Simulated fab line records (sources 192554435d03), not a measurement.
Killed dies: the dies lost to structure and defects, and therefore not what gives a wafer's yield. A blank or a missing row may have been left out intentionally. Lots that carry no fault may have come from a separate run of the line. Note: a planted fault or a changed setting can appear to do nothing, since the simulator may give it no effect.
fab line records	flow n5-finfet
[record] lots = 10	wafers = 27	last-day = 18
route steps=1938 shown START@1 ZERO_LAYER@15 WELL_APT@55 FIN_SAQP@97 BEOL_M4@1111 PASSIVATION@1936
lots with no fault: from the same line, run without faults
start-h: the number of hours between the record's first day and the start of the first shown wafer of the lot	wait-h: hours elapsed since this lot's preceding step	" the same as in the row above	L1.1+2: one row covering several wafers at once	- either no value or no given start	* or withheld: withheld	< > ~ a bound
route shown NAME@n: names a module that has steps shown in the file, with the first one's number in the route	usual: mean/standard deviation taken from wafers without a fault	same: alike in all rows	chamber/n: place in a boat	sites: the reading at each site	_std_site: standard deviation across them	_edge_site: outer sites' mean less inner sites'	radius-mm: how far each site lies from the wafer's centre	mask NAME#n: copy n	behind: tool/chamber where the wafer was last shaped	hold: why the lot went on hold/how many hours it stayed there/how the hold came to an end	device: the n, p or np transistor that did not switch	end of line: the tests these same wafers got at the end of their route	a step with no rows: only its recipe	killed: not the wafer's yield, but the dies lost to structure and defects at the first sort	map: the dies of a wafer, with x for killed, . for not killed, _ for no die there
set.NAME: setting as actually run; set.NAME@STEP: the setting as run at that earlier step	model.NAME: the simulator's own value behind a step, which no gauge read
a sample of lots followed through the steps of the route, with each step as a table and each wafer as a row
services: when a tool's chamber went out of use (start-h, in hours from the record's first day, below 0 if earlier), for how many hours, and the reason
[[steps]]
[step N5_START_INSPECT_01]
[recipe] inspect-instrument = unpatterned-scan	mode = incoming
[usual] raw-defect-count = 5.9/2.7
lot.wafer	tool	chamber	start-h	wait-h	raw-defect-count
L885.4	defect-inspect-02	-	12.04	-	2
L885.5	"	-	"	"	2
L885.6	"	-	"	"	11
L887.3	defect-inspect-01	-	24.03	-	3
L887.4	"	-	"	"	4
L887.5	"	-	"	"	7
L889.1	defect-inspect-01	-	36.03	-	8
L889.3	"	-	"	"	2
L889.6	"	-	"	"	9
L890.3	defect-inspect-02	-	42.03	-	7
L890.4	"	-	"	"	5
L890.6	"	-	"	"	6
L897.1	defect-inspect-01	-	84.03	-	7
L897.4	"	-	"	"	5
L897.5	"	-	"	"	10
L899.4	defect-inspect-01	-	96.04	-	13
L899.6	"	-	"	"	4
L901.4	defect-inspect-02	-	108.04	-	5
L901.6	"	-	"	"	14
L905.1	defect-inspect-01	-	132.03	-	0
L905.2	"	-	"	"	11
L905.6	"	-	"	"	8
L906.1	defect-inspect-01	-	138.03	-	7
L906.3	"	-	"	"	8
L907.1	defect-inspect-02	-	144.03	-	6
L907.2	"	-	"	"	1
L907.3	"	-	"	"	9
[step N5_ZERO_LAYER_ETCH_17]
[recipe] chemistry = CF4	target = SiO2	target-depth-a = 120	time-s = 13.3	ion-energy-ev = 350	pressure-mtorr = 40	source-w = 450	bias-w = 215	Ar_flow_sccm = 100	cf4-flow-sccm = 100
[usual] drypump-motor-current-A = 5.7/0.4	oes-product-au = 0.77/0.078	rf-vpp-V = 949/4.1	showerhead-plenum-p-Torr = 2.15/0.066	throttle-valve-pct = 15.65/0.24
lot.wafer	tool	chamber	start-h	wait-h	drypump-motor-current-A	oes-product-au	rf-hours-counter-h	rf-vpp-V	showerhead-plenum-p-Torr	throttle-valve-pct
L885.4	rie-diel-02	3	12.85	0.0	6.4	0.70	170	949	2.13	15.65
L885.5	"	1	"	"	5.2	0.80	-	946	2.07	15.25
L885.6	"	2	"	"	5.8	0.77	-	955	2.22	15.67
L887.3	rie-diel-01	0	24.87	0.0	5.3	0.87	37	950	2.18	15.79
L887.4	"	1	"	"	6.5	0.68	250	947	2.12	15.86
L887.5	"	2	"	"	5.6	0.77	-	947	2.15	15.38
L889.1	rie-diel-06	2	36.93	0.0	5.2	0.75	145	954	2.24	15.86
L889.3	"	3	"	"	5.5	0.70	248	953	2.19	15.81
L889.6	"	0	"	"	5.9	0.72	-	948	2.12	15.71
L890.3	rie-diel-02	3	42.71	0.0	6.4	0.70	179	950	2.13	15.67
L890.4	"	1	"	"	5.2	0.80	-	944	2.06	15.25
L890.6	"	2	"	"	5.8	0.76	-	955	2.22	15.71
L897.1	rie-diel-02	2	84.85	0.0	5.8	0.74	162	954	2.22	15.71
L897.4	"	0	"	"	5.9	0.72	202	944	2.04	16.10
L897.5	"	3	"	"	6.4	0.68	-	947	2.12	15.70
L899.4	rie-diel-01	2	96.84	0.0	5.6	0.75	159	949	2.14	15.45
L899.6	"	1	"	"	6.5	0.92	-	946	2.11	15.42
L901.4	rie-diel-02	1	109.45	0.0	5.1	0.78	138	943	2.06	15.30
L901.6	"	3	"	"	6.4	0.67	-	947	2.12	15.73
L905.1	rie-diel-06	2	132.84	0.0	5.2	0.73	175	952	2.23	15.88
L905.2	"	1	"	"	5.5	0.68	223	949	2.11	15.61
L905.6	"	0	"	"	5.9	0.70	-	948	2.11	15.76
L906.1	rie-diel-01	2	138.73	0.0	5.6	0.74	172	949	2.14	15.47
L906.3	"	3	"	"	5.9	0.84	93	956	2.25	15.54
L907.1	rie-diel-02	3	144.71	0.0	6.4	0.67	211	948	2.12	15.74
L907.2	"	1	"	"	5.2	0.78	148	943	2.05	15.32
L907.3	"	0	"	"	5.9	0.70	221	942	2.03	16.15
[step N5_WELL_APT_EPI_41]
[recipe] material = Si	target-thk-a = 500	temp-c = 650	precursor = SiH4/H2	pressure-torr = 20	time-s = 297.7
[usual] run-length-s = 357.5/2.5	throttle-valve-pct = 11.14/0.15
lot.wafer	tool	chamber	start-h	wait-h	run-length-s	throttle-valve-pct
L885.4	epi-rpcvd-02	0	16.54	0.3	356.4	11.37
L885.5	"	0	"	"	357.4	11.06
L885.6	"	0	"	"	356.4	11.22
L887.3	epi-rpcvd-02	0	28.53	0.2	356.3	11.12
L887.4	"	0	"	"	356.6	10.93
L887.5	"	0	"	"	356.7	11.27
L889.1	epi-rpcvd-03	0	40.38	0.0	356.3	11.23
L889.3	"	0	"	"	356.6	11.09
L889.6	"	0	"	"	356.9	11.06
L890.3	epi-rpcvd-02	0	46.09	0.2	357.1	11.27
L890.4	"	0	"	"	357.4	11.12
L890.6	"	0	"	"	357.2	11.17
L897.1	epi-rpcvd-02	0	88.15	0.0	357.3	11.42
L897.4	"	0	"	"	603.2	11.04
L897.5	"	0	"	"	602.7	11.10
L899.4	epi-rpcvd-02	0	100.38	0.3	603.1	11.01
L899.6	"	0	"	"	356.3	10.88
L901.4	epi-rpcvd-02	0	113.61	0.3	602.6	10.95
L901.6	"	0	"	"	357.1	10.93
L905.1	epi-rpcvd-03	0	136.09	0.0	363.4	10.96
L905.2	"	0	"	"	363.9	11.10
L905.6	"	0	"	"	363.8	10.86
L906.1	epi-rpcvd-01	0	142.09	0.0	355.3	11.25
L906.3	"	0	"	"	355.9	11.40
L907.1	epi-rpcvd-01	0	148.22	0.0	356.5	11.20
L907.2	"	0	"	"	355.7	11.11
L907.3	"	0	"	"	355.3	11.16
[step N5_FIN_SAQP_THK_MEAS_05]
[usual] thk-nm = 38.1/0.5
lot.wafer	tool	chamber	start-h	wait-h	thk-nm
L885.4	film-metro-01	-	20.96	0.0	38.2
L885.5	"	-	"	"	38.6
L885.6	"	-	"	"	37.7
L887.3	film-metro-02	-	32.87	0.1	38.1
L887.4	"	-	"	"	38.1
L887.5	"	-	"	"	39.0
L889.1	film-metro-01	-	44.79	0.1	38.1
L889.3	"	-	"	"	37.6
L889.6	"	-	"	"	38.4
L890.3	film-metro-02	-	50.74	0.1	37.9
L890.4	"	-	"	"	38.7
L890.6	"	-	"	"	38.1
L897.1	film-metro-02	-	93.88	0.1	38.3
L897.4	"	-	"	"	38.8
L897.5	"	-	"	"	38.8
L899.4	film-metro-01	-	106.23	0.0	38.1
L899.6	"	-	"	"	38.1
L901.4	film-metro-01	-	118.11	0.0	38.1
L901.6	"	-	"	"	38.6
L905.1	film-metro-02	-	141.73	0.1	38.5
L905.2	"	-	"	"	38.1
L905.6	"	-	"	"	38.5
L906.1	film-metro-02	-	147.42	0.1	38.0
L906.3	"	-	"	"	37.1
L907.1	film-metro-02	-	153.65	0.1	37.4
L907.2	"	-	"	"	37.0
L907.3	"	-	"	"	37.7
[step N5_BEOL_M4_RC_MEAS_101]
[usual] CJ_N = 4.33/0.074	CJ_P = 5.81/0.2	DIBL_N = 36.5/1.8	DIBL_P = 36.5/2.1	IOFF_N = 0.17/0.031	IOFF_N_85C = 3.3/0.51	IOFF_N_LIN = 0.078/0.012	IOFF_P = 0.22/0.036	IOFF_P_85C = 3.7/0.53	IOFF_P_LIN = 0.102/0.014	ION_N = 677/11	ION_P = 463/8	RS_NWELL = 1038/6.6	RS_PWELL = 3003/24	SS_N = 71.6/0.61	SS_P = 73.3/0.63	VT_N = 249/3.1	VT_P = -250/3.3
lot.wafer	tool	chamber	start-h	wait-h	CJ_N	CJ_P	DIBL_N[mV/V]	DIBL_P[mV/V]	IOFF_N[nA/um]	IOFF_N_85C[nA/um]	IOFF_N_LIN[nA/um]	IOFF_P[nA/um]	IOFF_P_85C[nA/um]	IOFF_P_LIN[nA/um]	ION_N[uA/um]	ION_P[uA/um]	RS_NWELL[ohm/sq]	RS_PWELL[ohm/sq]	SS_N[mV/dec]	SS_P[mV/dec]	VT_N[mV]	VT_P[mV]
L885.4	prober-02	0	166.55	0.5	4.49	5.60	33.8	32.6	0.12	2.4	0.058	0.15	2.8	0.077	655	446	1047	3025	71.0	72.9	253	-257
L885.5	"	0	"	"	4.38	5.79	35.2	34.7	0.15	3.0	0.074	0.20	3.5	0.097	672	457	1039	3044	71.0	73.3	248	-250
L885.6	"	0	"	"	4.48	5.72	33.9	32.7	0.13	2.5	0.062	0.16	2.9	0.081	659	447	1047	3030	70.7	71.9	253	-255
L887.3	prober-01	0	180.90	0.3	4.44	5.68	34.9	36.3	0.16	3.1	0.073	0.17	3.1	0.085	684	455	1046	3007	71.6	73.8	249	-252
L887.4	"	0	"	"	4.33	5.44	37.1	39.6	0.19	3.6	0.086	0.23	3.9	0.105	679	464	1041	3000	71.9	74.0	246	-251
L887.5	"	0	"	"	4.35	5.46	34.9	36.8	0.16	3.0	0.072	0.18	3.3	0.089	673	457	1039	3007	71.8	72.7	249	-255
L889.1	prober-01	0	189.47	0.0	4.41	5.40	37.0	36.2	0.16	3.2	0.077	0.20	3.6	0.098	671	458	1037	3007	71.6	73.5	247	-251
L889.3	"	0	"	"	4.25	5.94	38.6	39.5	0.19	3.6	0.087	0.25	4.4	0.116	691	474	1045	3020	71.3	74.3	247	-247
L889.6	"	0	"	"	4.26	5.52	36.6	36.2	0.15	2.9	0.071	0.20	3.6	0.099	676	469	1033	2993	70.8	73.4	249	-248
L890.3	prober-01	0	202.24	0.3	4.40	5.64	38.5	38.5	0.21	3.9	0.091	0.26	4.4	0.121	694	476	1030	2997	72.0	73.7	242	-245
L890.4	"	0	"	"	4.29	6.18	34.7	34.7	0.14	2.8	0.067	0.20	3.5	0.099	681	468	1031	3030	71.0	72.8	250	-248
L890.6	"	0	"	"	4.32	6.12	36.1	35.5	0.15	2.9	0.069	0.20	3.6	0.102	679	469	1028	3026	71.7	73.1	250	-249
L897.1	prober-01	0	243.41	0.0	4.33	5.49	36.8	35.4	0.17	3.3	0.078	0.22	3.8	0.106	663	456	1042	3054	71.9	73.8	250	-248
L897.4	"	0	"	"	2.50	2.22	86.3	52.5	12.93	123.8	0.509	1.90	22.9	0.254	694	469	944	2210	127.5	90.3	240	-243
L897.5	"	0	"	"	2.51	2.20	61.9	45.8	3.37	40.0	0.241	1.03	13.6	0.191	691	470	944	2194	105.8	85.2	243	-244
L899.4	prober-01	0	253.08	0.5	2.49	2.19	55.1	46.9	2.04	26.5	0.204	0.78	10.7	0.192	696	475	936	2140	92.7	80.6	242	-243
L899.6	"	0	"	"	4.23	5.73	35.0	35.1	0.14	2.9	0.070	0.21	3.5	0.105	684	471	1028	2939	71.4	72.9	249	-249
L901.4	prober-01	0	271.92	0.5	2.50	2.22	57.8	42.1	2.00	26.5	0.174	0.43	6.7	0.130	685	472	947	2189	97.9	77.5	245	-247
L901.6	"	0	"	"	4.13	6.16	38.1	38.7	0.18	3.6	0.084	0.23	4.0	0.106	690	463	1040	3018	71.9	73.2	249	-249
L905.1	prober-01	0	306.24	0.0	4.33	5.89	35.3	37.2	0.15	2.9	0.072	0.20	3.6	0.097	679	467	1036	3028	70.5	73.8	250	-252
L905.2	"	0	"	"	4.34	5.78	34.3	35.6	0.13	2.7	0.065	0.18	3.2	0.089	677	464	1031	3029	71.4	73.4	251	-252
L905.6	"	0	"	"	4.31	5.76	34.7	36.1	0.14	2.8	0.067	0.19	3.5	0.094	675	465	1037	3032	71.3	73.8	250	-250
L906.1	prober-02	0	309.07	0.0	4.38	5.86	33.1	32.2	0.11	2.4	0.057	0.17	3.0	0.087	649	458	1031	2972	70.5	72.9	253	-252
L906.3	"	0	"	"	4.25	5.72	36.2	36.9	0.17	3.2	0.076	0.22	3.8	0.105	664	463	1029	2963	72.0	72.4	251	-249
L907.1	prober-02	0	312.77	0.0	4.44	5.96	36.9	37.0	0.17	3.3	0.077	0.25	4.2	0.115	673	465	1039	3013	71.8	73.1	247	-246
L907.2	"	0	"	"	4.34	5.99	38.9	39.9	0.21	4.0	0.093	0.29	4.8	0.131	687	476	1053	3007	72.7	73.8	247	-243
L907.3	"	0	"	"	4.34	5.97	35.3	35.8	0.16	3.1	0.074	0.22	3.8	0.107	683	472	1047	2982	71.2	72.8	250	-248
[step N5_PASSIVATION_PROBE_49]
[usual] defect-limited-yield = 91.4/1.5	killed_at_M0_to_M3 = 35/11	killed_at_M4_up = 16/7	killed-at-contacts = 11/5.3	killed-at-front-end = 37/11	killed-at-other = 3.1/2.8	killed-dies = 102/18	killed-open = 69/15	killed-short = 31/7.8	sort_bin_4_leakage = 0/0	sort_bin_5_function = 5.1/1.1	sort_bin_6_memory = 3.2/0.69	sort-n-pass = 1078/18	sort-yield-pct = 91.4/1.5
[same] gross-dies = 1180	killed-at-back-side = 0	sort_bin_8_speed[%] = 0
lot.wafer	tool	chamber	start-h	wait-h	defect-limited-yield[%]	killed_at_M0_to_M3	killed_at_M4_up	killed-at-contacts	killed-at-front-end	killed-at-other	killed-dies	killed-open	killed-short	sort_bin_4_leakage[%]	sort_bin_5_function[%]	sort_bin_6_memory[%]	sort-n-pass	sort-yield-pct[%]
L885.4	prober-02	-	265.49	0.2	90.1	35	15	15	50	2	117	82	33	0	5.8	3.8	1063	90.1
L885.5	prober-02	-	265.54	0.2	90.5	22	20	17	53	0	112	77	33	0	5.2	4.0	1068	90.5
L885.6	prober-02	-	265.59	0.3	89.8	36	21	10	43	10	120	85	35	0	5.6	4.0	1060	89.8
L887.3	prober-01	-	287.73	0.1	92.6	24	10	11	40	2	87	46	41	0	4.2	3.0	1093	92.6
L887.4	prober-01	-	287.78	0.2	92.1	33	14	8	34	4	93	59	34	0	4.2	3.2	1087	92.1
L887.5	prober-01	-	287.83	0.2	93.1	24	8	9	39	1	81	47	33	0	4.4	2.0	1099	93.1
L889.1	prober-01	-	301.03	0.0	88.0	64	26	16	28	8	142	102	39	0	6.8	4.7	1038	88.0
L889.3	prober-01	-	301.13	0.1	88.6	42	34	22	35	2	135	109	25	0	6.8	4.5	1045	88.6
L889.6	prober-01	-	301.28	0.3	91.1	33	18	13	38	3	105	72	32	0	5.8	2.9	1075	91.1
L890.3	prober-01	-	303.29	0.1	92.8	21	18	12	30	4	85	62	18	0	3.6	3.4	1095	92.8
L890.4	prober-01	-	303.34	0.2	89.2	41	34	12	38	2	127	83	43	0	6.3	4.1	1053	89.2
L890.6	prober-01	-	303.44	0.3	91.8	31	22	12	32	0	97	63	29	0	5.1	2.8	1083	91.8
L897.1	prober-02	-	352.64	0.0	89.2	53	11	9	54	0	127	88	38	0	7.1	3.2	1053	89.2
L897.4	prober-02	-	352.79	0.2	91.9	29	10	13	41	2	95	50	36	91.95	4.3	3.2	0	0
L897.5	prober-02	-	352.84	0.2	91.9	15	17	8	52	3	95	68	22	91.95	4.6	3.1	0	0
L899.4	prober-01	-	356.75	0.2	93.1	29	13	11	27	1	81	55	24	93.14	3.6	3.1	0	0
L899.6	prober-01	-	356.85	0.3	89.9	34	29	8	44	4	119	91	28	0	5.8	4.2	1061	89.9
L901.4	prober-02	-	380.80	0.2	91.5	34	21	1	41	3	100	69	30	91.53	5.4	2.9	0	0
L901.6	prober-02	-	380.90	0.3	91.5	34	18	6	39	3	100	73	27	0	5.8	2.6	1080	91.5
L907.1	prober-02	-	407.53	0.2	90.7	49	6	10	44	1	110	86	24	0	5.1	3.6	1070	90.7
L907.2	prober-02	-	407.58	0.3	88.7	42	8	14	63	6	133	99	31	0	6.9	3.9	1047	88.7
L907.3	prober-02	-	407.63	0.3	90.7	56	8	17	27	2	110	67	38	0	5.6	3.0	1070	90.7
L905.1	prober-02	-	424.38	0.0	93.2	30	21	9	20	0	80	54	24	0	4.0	2.5	1100	93.2
L905.2	prober-02	-	424.43	0.1	90.9	39	17	12	38	1	107	84	20	0	5.9	3.0	1073	90.9
L905.6	prober-02	-	424.63	0.3	92.5	21	17	6	42	3	89	61	28	0	4.7	2.8	1091	92.5
L906.1	prober-01	-	424.98	0.0	89.7	31	19	16	51	4	121	80	37	0	5.5	4.2	1059	89.7
L906.3	prober-01	-	425.08	0.1	90.6	25	13	13	54	6	111	70	41	0	6.5	2.5	1069	90.6
// killed by level:class
L885.4 FIN_SAQP:geometric-particle:open=14 FIN_SAQP:geometric-particle:short=14 MOL_CONTACT_COAG:geometric-particle:open=12 BEOL_M0_SAQP:geometric-particle:open=10 STI_FIN_REVEAL:geometric-particle:open=8 BEOL_M1:geometric-particle:open=7 BEOL_M0_SAQP:geometric-particle:short=5 BEOL_M0:geometric-particle:open=5
L885.5 MOL_CONTACT_COAG:geometric-particle:open=15 FIN_SAQP:geometric-particle:open=14 FIN_SAQP:geometric-particle:short=11 BEOL_M1:geometric-particle:open=8 STI_FIN_REVEAL:geometric-particle:open=7 BEOL_M4:geometric-particle:open=7 BEOL_M2:geometric-particle:open=6 BEOL_M5:geometric-particle:open=6
L885.6 FIN_SAQP:geometric-particle:open=17 MOL_CONTACT_COAG:geometric-particle:open=9 BEOL_M3:geometric-particle:open=8 BEOL_M4:geometric-particle:open=8 BEOL_M1:geometric-particle:open=7 DUMMY_GATE:geometric-particle:open=6 BEOL_M0_SAQP:geometric-particle:short=6 BEOL_M4:geometric-particle:short=6
L887.3 BEOL_M0_SAQP:geometric-particle:short=8 FIN_SAQP:geometric-particle:short=7 MOL_CONTACT_COAG:geometric-particle:open=7 FIN_SAQP:geometric-particle:open=5 BEOL_M0:geometric-particle:open=5 STI_FIN_REVEAL:geometric-particle:open=4 DUMMY_GATE:geometric-particle:open=4 GATE_CUT:geometric-particle:open=4
L887.4 FIN_SAQP:geometric-particle:short=8 BEOL_M2:geometric-particle:open=8 MOL_CONTACT_COAG:geometric-particle:open=7 BEOL_M0:geometric-particle:open=7 FIN_SAQP:geometric-particle:open=5 BEOL_M3:geometric-particle:open=5 GATE_CUT:geometric-particle:short=4 BEOL_M4:geometric-particle:open=4
L887.5 MOL_CONTACT_COAG:geometric-particle:open=7 FIN_SAQP:geometric-particle:short=6 FIN_SAQP:geometric-particle:open=6 STI_FIN_REVEAL:geometric-particle:open=6 DUMMY_GATE:geometric-particle:open=6 BEOL_M0_SAQP:geometric-particle:open=5 BEOL_M0:geometric-particle:open=5 GATE_CUT:geometric-particle:short=4
L889.1 BEOL_M3:geometric-particle:open=18 BEOL_M4:geometric-particle:open=17 MOL_CONTACT_COAG:geometric-particle:open=13 BEOL_M0_SAQP:geometric-particle:open=12 BEOL_M1:geometric-particle:open=11 BEOL_M0_SAQP:geometric-particle:short=10 BEOL_M2:geometric-particle:open=7 FIN_SAQP:geometric-particle:short=5
L889.3 MOL_CONTACT_COAG:geometric-particle:open=20 BEOL_M4:geometric-particle:open=18 STI_FIN_REVEAL:geometric-particle:open=14 BEOL_M0_SAQP:geometric-particle:open=9 DUMMY_GATE:geometric-particle:open=9 BEOL_M3:geometric-particle:open=9 BEOL_M5:geometric-particle:open=8 BEOL_M2:geometric-particle:open=7
L889.6 MOL_CONTACT_COAG:geometric-particle:open=12 BEOL_M3:geometric-particle:open=12 BEOL_M4:geometric-particle:open=11 FIN_SAQP:geometric-particle:short=9 BEOL_M2:geometric-particle:open=7 STI_FIN_REVEAL:geometric-particle:open=6 BEOL_M0_SAQP:geometric-particle:short=5 STARTING-WAFER:geometric-particle:open=4
L890.3 MOL_CONTACT_COAG:geometric-particle:open=11 FIN_SAQP:geometric-particle:open=7 BEOL_M4:geometric-particle:open=6 STI_FIN_REVEAL:geometric-particle:open=5 BEOL_M0_SAQP:geometric-particle:open=5 BEOL_M1:geometric-particle:open=5 GATE_CUT:geometric-particle:open=4 BEOL_M5:geometric-particle:open=4
L890.4 BEOL_M2:geometric-particle:open=10 BEOL_M4:geometric-particle:open=9 FIN_SAQP:geometric-particle:open=8 MOL_CONTACT_COAG:geometric-particle:open=8 BEOL_M0:geometric-particle:open=7 FIN_SAQP:geometric-particle:short=6 BEOL_M0_SAQP:geometric-particle:short=6 BEOL_M8:geometric-particle:open=6
L890.6 MOL_CONTACT_COAG:geometric-particle:open=9 BEOL_M0_SAQP:geometric-particle:open=7 BEOL_M1:geometric-particle:open=7 ILD0:geometric-particle:short=6 BEOL_M2:geometric-particle:open=6 STI_FIN_REVEAL:geometric-particle:open=5 BEOL_M4:geometric-particle:open=5 FIN_SAQP:geometric-particle:short=4
L897.1 BEOL_M3:geometric-particle:open=22 FIN_SAQP:geometric-particle:short=11 FIN_SAQP:geometric-particle:open=10 MOL_CONTACT_COAG:geometric-particle:open=9 BEOL_M1:geometric-particle:open=8 DUMMY_GATE:geometric-particle:open=7 BEOL_M2:geometric-particle:open=5 STARTING-WAFER:geometric-particle:short=5
L897.4 BEOL_M3:geometric-particle:open=11 DUMMY_GATE:geometric-particle:open=9 MOL_CONTACT_COAG:geometric-particle:open=8 STI_FIN_REVEAL:geometric-particle:open=7 STARTING-WAFER:geometric-particle:short=7 BEOL_M0_SAQP:geometric-particle:short=6 DUMMY_GATE:geometric-particle:short=4 BEOL_M4:geometric-particle:open=4
L897.5 FIN_SAQP:geometric-particle:open=11 GATE_CUT:geometric-particle:open=11 FIN_SAQP:geometric-particle:short=8 STI_FIN_REVEAL:geometric-particle:open=7 MOL_CONTACT_COAG:geometric-particle:open=7 BEOL_M3:geometric-particle:open=6 DUMMY_GATE:geometric-particle:open=5 BEOL_M4:geometric-particle:open=4
L899.4 STI_FIN_REVEAL:geometric-particle:open=13 BEOL_M1:geometric-particle:open=9 MOL_CONTACT_COAG:geometric-particle:open=6 BEOL_M0_SAQP:geometric-particle:short=6 GATE_CUT:geometric-particle:open=5 BEOL_M0_SAQP:geometric-particle:open=5 MOL_CONTACT_COAG:geometric-particle:short=5 BEOL_M4:geometric-particle:open=4
L899.6 BEOL_M4:geometric-particle:open=24 FIN_SAQP:geometric-particle:open=19 BEOL_M3:geometric-particle:open=7 FIN_SAQP:geometric-particle:short=6 BEOL_M1:geometric-particle:open=6 MOL_CONTACT_COAG:geometric-particle:open=5 BEOL_M0:geometric-particle:open=5 BEOL_M0_SAQP:geometric-particle:short=4
L901.4 FIN_SAQP:geometric-particle:open=17 BEOL_M4:geometric-particle:open=11 STI_FIN_REVEAL:geometric-particle:open=7 FIN_SAQP:geometric-particle:short=6 BEOL_M2:geometric-particle:short=6 BEOL_M2:geometric-particle:open=6 BEOL_M3:geometric-particle:open=6 BEOL_M1:geometric-particle:open=5
L901.6 BEOL_M3:geometric-particle:open=14 BEOL_M4:geometric-particle:open=14 FIN_SAQP:geometric-particle:short=10 FIN_SAQP:geometric-particle:open=9 DUMMY_GATE:geometric-particle:open=9 BEOL_M1:geometric-particle:open=4 STARTING-WAFER:geometric-particle:open=4 STI_FIN_REVEAL:geometric-particle:open=3
L907.1 STI_FIN_REVEAL:geometric-particle:open=18 BEOL_M1:geometric-particle:open=13 BEOL_M0_SAQP:geometric-particle:open=9 FIN_SAQP:geometric-particle:open=8 MOL_CONTACT_COAG:geometric-particle:open=7 FIN_SAQP:geometric-particle:short=6 BEOL_M0_SAQP:geometric-particle:short=6 BEOL_M0:geometric-particle:open=6
L907.2 STI_FIN_REVEAL:geometric-particle:open=20 FIN_SAQP:geometric-particle:open=19 BEOL_M3:geometric-particle:open=12 BEOL_M2:geometric-particle:open=11 MOL_CONTACT_COAG:geometric-particle:open=9 BEOL_M0_SAQP:geometric-particle:open=6 STI_FIN_REVEAL:geometric-particle:short=5 MOL_CONTACT_COAG:geometric-particle:short=5
L907.3 MOL_CONTACT_COAG:geometric-particle:open=15 BEOL_M0_SAQP:geometric-particle:short=12 BEOL_M1:geometric-particle:open=12 BEOL_M0_SAQP:geometric-particle:open=10 BEOL_M2:geometric-particle:open=8 BEOL_M1:geometric-particle:short=6 HKMG_FIN:area-etch=5 BEOL_M3:geometric-particle:open=4
L905.1 MOL_CONTACT_COAG:geometric-particle:open=8 BEOL_M0_SAQP:geometric-particle:open=7 BEOL_M0_SAQP:geometric-particle:short=6 BEOL_M1:geometric-particle:open=6 BEOL_M4:geometric-particle:open=6 FIN_SAQP:geometric-particle:open=4 DUMMY_GATE:geometric-particle:open=4 GATE_CUT:geometric-particle:short=4
L905.2 BEOL_M3:geometric-particle:open=15 FIN_SAQP:geometric-particle:open=11 MOL_CONTACT_COAG:geometric-particle:open=11 DUMMY_GATE:geometric-particle:open=7 BEOL_M4:geometric-particle:open=7 BEOL_M1:geometric-particle:open=7 BEOL_M0_SAQP:geometric-particle:open=6 STI_FIN_REVEAL:geometric-particle:open=5
L905.6 STI_FIN_REVEAL:geometric-particle:open=11 FIN_SAQP:geometric-particle:open=9 GATE_CUT:geometric-particle:short=7 MOL_CONTACT_COAG:geometric-particle:open=5 BEOL_M2:geometric-particle:open=5 BEOL_M5:geometric-particle:open=4 BEOL_M0_SAQP:geometric-particle:open=4 BEOL_M1:geometric-particle:open=4
L906.1 STI_FIN_REVEAL:geometric-particle:open=16 MOL_CONTACT_COAG:geometric-particle:open=13 BEOL_M2:geometric-particle:open=9 BEOL_M0_SAQP:geometric-particle:short=7 FIN_SAQP:geometric-particle:short=6 FIN_SAQP:geometric-particle:open=5 BEOL_M3:geometric-particle:open=5 BEOL_M5:geometric-particle:open=5
L906.3 FIN_SAQP:geometric-particle:open=14 STI_FIN_REVEAL:geometric-particle:open=12 FIN_SAQP:geometric-particle:short=9 MOL_CONTACT_COAG:geometric-particle:open=8 BEOL_M0_SAQP:geometric-particle:short=8 BEOL_M2:geometric-particle:open=6 BEOL_M3:geometric-particle:open=6 DUMMY_GATE:geometric-particle:open=5
[[services]]
tool	chamber	start-h	hours	kind
rie-diel-01	1	25.15	-	clean
rie-diel-01	1	25.15	-	consumable-replace:focus-ring
rie-diel-01	1	25.15	31.0	scheduled-down
rie-diel-01	1	25.15	31.0	vent-cycle
rie-diel-02	1	30.25	1.6	repair
rie-diel-02	0	35.62	16.3	repair
rie-diel-06	3	43.55	-	clean
rie-diel-06	3	43.55	-	consumable-replace:focus-ring
rie-diel-06	3	43.55	21.8	scheduled-down
rie-diel-06	3	43.55	21.8	vent-cycle
rie-diel-01	1	107.72	3.6	repair
[[key]]
[first-sign] step = N5_WELL_APT_EPI_41	reading = run-length-s	direction = up	sigmas = 96	usual = *	struck = *
[effect] step = N5_BEOL_M4_RC_MEAS_101	reading = IOFF_N	direction = up	sigmas = 99+	usual = 0.17	struck = 5.09
[effect] step = N5_BEOL_M4_RC_MEAS_101	reading = IOFF_N_85C	direction = up	sigmas = 99+	usual = 3.3	struck = 54.2
[effect] step = N5_BEOL_M4_RC_MEAS_101	reading = SS_N	direction = up	sigmas = 56	usual = 71.6	struck = 106.0
[effect] step = N5_BEOL_M4_RC_MEAS_101	reading = RS_PWELL	direction = down	sigmas = 35	usual = 3003	struck = 2183
[effect] step = N5_BEOL_M4_RC_MEAS_101	reading = CJ_N	direction = down	sigmas = 25	usual = 4.33	struck = 2.50
[effect] step = N5_BEOL_M4_RC_MEAS_101	reading = IOFF_P	direction = up	sigmas = 22	usual = 0.22	struck = 1.03
[effect] step = N5_BEOL_M4_RC_MEAS_101	reading = IOFF_P_85C	direction = up	sigmas = 18	usual = 3.7	struck = 13.5
[effect] step = N5_BEOL_M4_RC_MEAS_101	reading = CJ_P	direction = down	sigmas = 18	usual = 5.81	struck = 2.21
[effect] step = N5_BEOL_M4_RC_MEAS_101	reading = IOFF_N_LIN	direction = up	sigmas = 17	usual = 0.078	struck = 0.282
[effect] step = N5_BEOL_M4_RC_MEAS_101	reading = DIBL_N	direction = up	sigmas = 16	usual = 36.5	struck = 65.3
[effect] step = N5_BEOL_M4_RC_MEAS_101	reading = SS_P	direction = up	sigmas = 16	usual = 73.3	struck = 83.4
[effect] step = N5_BEOL_M4_RC_MEAS_101	reading = RS_NWELL	direction = down	sigmas = 14	usual = 1038	struck = 943
[effect] step = N5_PASSIVATION_PROBE_49	reading = sort_bin_4_leakage	direction = up	sigmas = 99+	usual = 0	struck = 92.14
met-at N5_WELL_APT_EPI_41
struck-lots L897,L899,L901
struck-wafers L897.4,L897.5,L899.4,L901.4
not-acting-at N5_START_INSPECT_01,N5_ZERO_LAYER_ETCH_17,N5_FIN_SAQP_THK_MEAS_05
onset-between 46.09 88.15
[fault] kind = process-parameter-drift	tool = epi-rpcvd-02	chamber = -	onset-h = 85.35	steps = N5_WELL_APT_EPI_41	channel = time-s	offset = *	shape = step	end-h = 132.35	scope = struck-wafers-only	acts-in = *	stated = *
